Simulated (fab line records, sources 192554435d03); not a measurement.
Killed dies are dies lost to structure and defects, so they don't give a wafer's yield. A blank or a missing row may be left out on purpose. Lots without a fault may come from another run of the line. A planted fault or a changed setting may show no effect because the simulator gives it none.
Which tool did it? | flow n5_finfet | 10 lots, 30 wafers sampled, at 5 steps of a route of 1938

WHAT THE GAUGES READ, wafer by wafer
The record holds no reading of a measuring or inspecting step that can be judged against a usual standard deviation.

WHICH TOOL RAN EACH LOT (tool, then ch and the chambers of the sampled wafers, then the start)
lot  | N5_BEOL_M9_TRENCH_ETCH_37          | N5_MIM_TOP_DEGAS_04          | N5_PASSIVATION_DESCUM_12           | N5_PASSIVATION_DESCUM_46           | N5_PASSIVATION_PROBE_49
L655 | rie_diel-06 ch 0,3, day 9 22:36    | pvd_sputter-02, day 12 00:05 | rie_diel-03 ch 0,2,3, day 12 03:17 | rie_diel-01 ch 0,2,3, day 12 07:16 | -
L654 | rie_diel-03 ch 0,3, day 10 11:38   | pvd_sputter-01, day 12 13:44 | rie_diel-03 ch 0,3, day 12 17:37   | rie_diel-01 ch 0,2,3, day 12 21:12 | -
L656 | rie_diel-06 ch 0,1,3, day 10 18:05 | pvd_sputter-03, day 13 00:25 | rie_diel-05 ch 1,2,3, day 13 03:32 | rie_diel-02 ch 0,1,3, day 13 07:17 | -
L657 | rie_diel-05 ch 1,2,3, day 11 07:28 | pvd_sputter-01, day 13 14:22 | rie_diel-03 ch 1,2,3, day 13 17:22 | rie_diel-02 ch 0,1,2, day 13 21:11 | -
L661 | rie_diel-03 ch 1,2,3, day 12 15:44 | pvd_sputter-01, day 14 20:49 | rie_diel-05 ch 2,3, day 15 00:02   | rie_diel-01 ch 0,1,3, day 15 03:41 | -
L663 | rie_diel-03 ch 0,1,3, day 13 00:44 | pvd_sputter-02, day 14 20:54 | rie_diel-05 ch 2,3, day 15 00:35   | rie_diel-04 ch 0,1,3, day 15 04:20 | -
L666 | rie_diel-03 ch 0,2,3, day 14 00:20 | pvd_sputter-01, day 15 22:52 | rie_diel-06 ch 0,1, day 16 05:10   | rie_diel-04 ch 0,2, day 16 08:55   | -
L667 | rie_diel-03 ch 0,2, day 14 01:49   | pvd_sputter-01, day 15 23:05 | rie_diel-03 ch 0,1,2, day 16 03:34 | rie_diel-04 ch 1,3, day 16 07:50   | -
L669 | rie_diel-05 ch 1,2, day 14 07:14   | pvd_sputter-01, day 16 04:35 | rie_diel-03 ch 0,1,3, day 16 10:16 | rie_diel-01 ch 0,1,2, day 16 13:26 | -
L671 | rie_diel-03 ch 2,3, day 14 11:39   | pvd_sputter-03, day 16 15:59 | rie_diel-05 ch 0,3, day 16 19:28   | rie_diel-01 ch 0,1,3, day 16 22:50 | prober-02, day 17 01:55
- N5_BEOL_M9_TRENCH_ETCH_37: etches SiCOH lowk in C4F6/O2, target depth 151.43 nm, time 49 s.
- N5_MIM_TOP_DEGAS_04: time 60 s.
- N5_PASSIVATION_DESCUM_12: chemistry O2, time 7.9 s.
- N5_PASSIVATION_DESCUM_46: chemistry O2, time 7.9 s.
- N5_PASSIVATION_PROBE_49

WHAT THE TOOLS THEMSELVES READ (means of the sampled wafers that have a number; where no wafer has one, the mark that the record gives instead)
N5_BEOL_M9_TRENCH_ETCH_37. Usual: drypump_motor_current_A 5.5 A, standard deviation 0.38; oes_product_au 0.79 a.u., standard deviation 0.086; rf_vpp_V 665 V, standard deviation 7; showerhead_plenum_p_Torr 2.85 Torr, standard deviation 0.068; throttle_valve_pct 20.94 %, standard deviation 0.22.
lot  | tool        | drypump_motor_current_A (A) | oes_product_au (a.u.) | rf_vpp_V (V) | showerhead_plenum_p_Torr (Torr) | throttle_valve_pct (%) | flag
L655 | rie_diel-06 | 5.3                         | 0.80                  | 660          | 2.82                            | 21.09                  |
L654 | rie_diel-03 | 5.7                         | 0.80                  | 658          | 2.83                            | 21.04                  |
L656 | rie_diel-06 | 5.4                         | 0.86                  | 662          | 2.88                            | 20.96                  |
L657 | rie_diel-05 | 5.4                         | 0.80                  | 671          | 2.83                            | 20.91                  |
L661 | rie_diel-03 | 5.5                         | 0.74                  | 666          | 2.88                            | 20.93                  |
L663 | rie_diel-03 | 5.6                         | 0.79                  | 662          | 2.83                            | 20.92                  |
L666 | rie_diel-03 | 5.8                         | 0.76                  | 661          | 2.85                            | 20.90                  |
L667 | rie_diel-03 | 6.1                         | 0.79                  | 662          | 2.84                            | 20.71                  |
L669 | rie_diel-05 | 5.5                         | 0.79                  | 664          | 2.82                            | 21.12                  |
L671 | rie_diel-03 | 5.5                         | 0.71                  | 660          | 2.86                            | 21.10                  |

N5_MIM_TOP_DEGAS_04. Usual: heater_power_w 452 W, standard deviation 48.
lot  | tool           | heater_power_w (W) | flag
L655 | pvd_sputter-02 | 380                |
L654 | pvd_sputter-01 | 422                |
L656 | pvd_sputter-03 | 469                |
L657 | pvd_sputter-01 | 435                |
L661 | pvd_sputter-01 | 422                |
L663 | pvd_sputter-02 | 440                |
L666 | pvd_sputter-01 | 431                |
L667 | pvd_sputter-01 | 459                |
L669 | pvd_sputter-01 | 433                |
L671 | pvd_sputter-03 | 471                |

N5_PASSIVATION_DESCUM_12. Usual: drypump_motor_current_A 5.5 A, standard deviation 0.4; oes_product_au 0.79 a.u., standard deviation 0.078; rf_vpp_V 243.1 V, standard deviation 1.1; showerhead_plenum_p_Torr 2.08 Torr, standard deviation 0.048; throttle_valve_pct 20.40 %, standard deviation 0.2.
lot  | tool        | drypump_motor_current_A (A) | oes_product_au (a.u.) | rf_vpp_V (V) | showerhead_plenum_p_Torr (Torr) | throttle_valve_pct (%) | flag
L655 | rie_diel-03 | 5.8                         | 0.77                  | 243.0        | 2.09                            | 20.34                  |
L654 | rie_diel-03 | 5.9                         | 0.83                  | 242.6        | 2.06                            | 20.34                  |
L656 | rie_diel-05 | 5.4                         | 0.78                  | 243.0        | 2.07                            | 20.40                  |
L657 | rie_diel-03 | 5.4                         | 0.74                  | 244.6        | 2.11                            | 20.38                  |
L661 | rie_diel-05 | 5.5                         | 0.74                  | 243.3        | 2.08                            | 20.42                  |
L663 | rie_diel-05 | 5.5                         | 0.74                  | 242.9        | 2.08                            | 20.41                  |
L666 | rie_diel-06 | 5.6                         | 0.89                  | 244.6        | 2.16                            | 20.33                  |
L667 | rie_diel-03 | 5.7                         | 0.76                  | 242.7        | 2.09                            | 20.25                  |
L669 | rie_diel-03 | 5.6                         | 0.77                  | 242.5        | 2.07                            | 20.41                  |
L671 | rie_diel-05 | 5.1                         | 0.86                  | 242.4        | 2.06                            | 20.35                  |

N5_PASSIVATION_DESCUM_46. Usual: drypump_motor_current_A 5.5 A, standard deviation 0.41; oes_product_au 0.81 a.u., standard deviation 0.079; rf_vpp_V 243.4 V, standard deviation 1.3; showerhead_plenum_p_Torr 2.11 Torr, standard deviation 0.058; throttle_valve_pct 20.42 %, standard deviation 0.18.
lot  | tool        | drypump_motor_current_A (A) | oes_product_au (a.u.) | rf_vpp_V (V) | showerhead_plenum_p_Torr (Torr) | throttle_valve_pct (%) | flag
L655 | rie_diel-01 | 5.7                         | 0.84                  | 242.6        | 2.15                            | 20.27                  |
L654 | rie_diel-01 | 5.7                         | 0.84                  | 243.6        | 2.15                            | 20.29                  |
L656 | rie_diel-02 | 5.2                         | 0.81                  | 243.7        | 2.13                            | 20.54                  |
L657 | rie_diel-02 | 5.3                         | 0.81                  | 243.2        | 2.10                            | 20.57                  |
L661 | rie_diel-01 | 5.6                         | 0.84                  | 243.4        | 2.12                            | 20.24                  |
L663 | rie_diel-04 | 5.6                         | 0.85                  | 242.6        | 2.06                            | 20.41                  |
L666 | rie_diel-04 | 5.5                         | 0.83                  | 243.3        | 2.09                            | 20.47                  |
L667 | rie_diel-04 | 5.5                         | 0.80                  | 241.9        | 2.06                            | 20.48                  |
L669 | rie_diel-01 | 5.7                         | 0.83                  | 244.8        | 2.17                            | 20.26                  |
L671 | rie_diel-01 | 5.6                         | 0.83                  | 243.8        | 2.11                            | 20.25                  |

N5_PASSIVATION_PROBE_49. Usual: defect_limited_yield 91.2 %, standard deviation 1.4; killed_at_M0_to_M3 34, standard deviation 10; killed_at_M4_up 13, standard deviation 5.1; killed_at_contacts 12, standard deviation 6.5; killed_at_front_end 41, standard deviation 11; killed_at_other 4, standard deviation 3.3; killed_dies 104, standard deviation 16; killed_open 69, standard deviation 13; killed_short 33, standard deviation 7; sort_bin_5_function 5.1 %, standard deviation 0.91; sort_bin_6_memory 3.3 %, standard deviation 0.69; sort_n_pass 1076, standard deviation 16; sort_yield_pct 91.2 %, standard deviation 1.4.
lot  | tool      | defect_limited_yield (%) | killed_at_M0_to_M3 | killed_at_M4_up | killed_at_contacts | killed_at_front_end | killed_at_other | killed_dies | killed_open | killed_short | sort_bin_5_function (%) | sort_bin_6_memory (%) | sort_n_pass | sort_yield_pct (%) | flag
L671 | prober-02 | 85.7                     | 27                 | 96              | 4                  | 38                  | 5               | 169         | 64          | 27           | 8.7                     | 4.1                   | 1011        | 85.7               | OFF

THE ANSWER, worked out from the rows above alone
Rule: a lot is off if the mean of its wafers that have a number lies more than 3 standard deviations from the usual mean. A lot without any number at a reading at which 4 lots or more have one is off too. The other lots that the step has rows for count as sound. The gauges are gone through in route order, then the tools' own readings, and for those a lot's mean is taken as printed above. The first step at which some lot is off is used, and at that step the reading that is off furthest; a lot without a number counts as furthest.
Off: L671, at N5_PASSIVATION_PROBE_49 (killed_at_M4_up). Neither off nor sound, because the step has no rows for them: L655, L654, L656, L657, L661, L663, L666, L667, L669.
A tool fits if, at that step or a process step before it, it ran every lot that is off, and no sound lot after the first of them. Can't be told from this: 5 tools fit, rie_diel-03 at N5_BEOL_M9_TRENCH_ETCH_37, pvd_sputter-03 at N5_MIM_TOP_DEGAS_04, rie_diel-05 at N5_PASSIVATION_DESCUM_12, rie_diel-01 at N5_PASSIVATION_DESCUM_46, prober-02 at N5_PASSIVATION_PROBE_49.

WHAT THE SIMULATOR HAD PUT IN
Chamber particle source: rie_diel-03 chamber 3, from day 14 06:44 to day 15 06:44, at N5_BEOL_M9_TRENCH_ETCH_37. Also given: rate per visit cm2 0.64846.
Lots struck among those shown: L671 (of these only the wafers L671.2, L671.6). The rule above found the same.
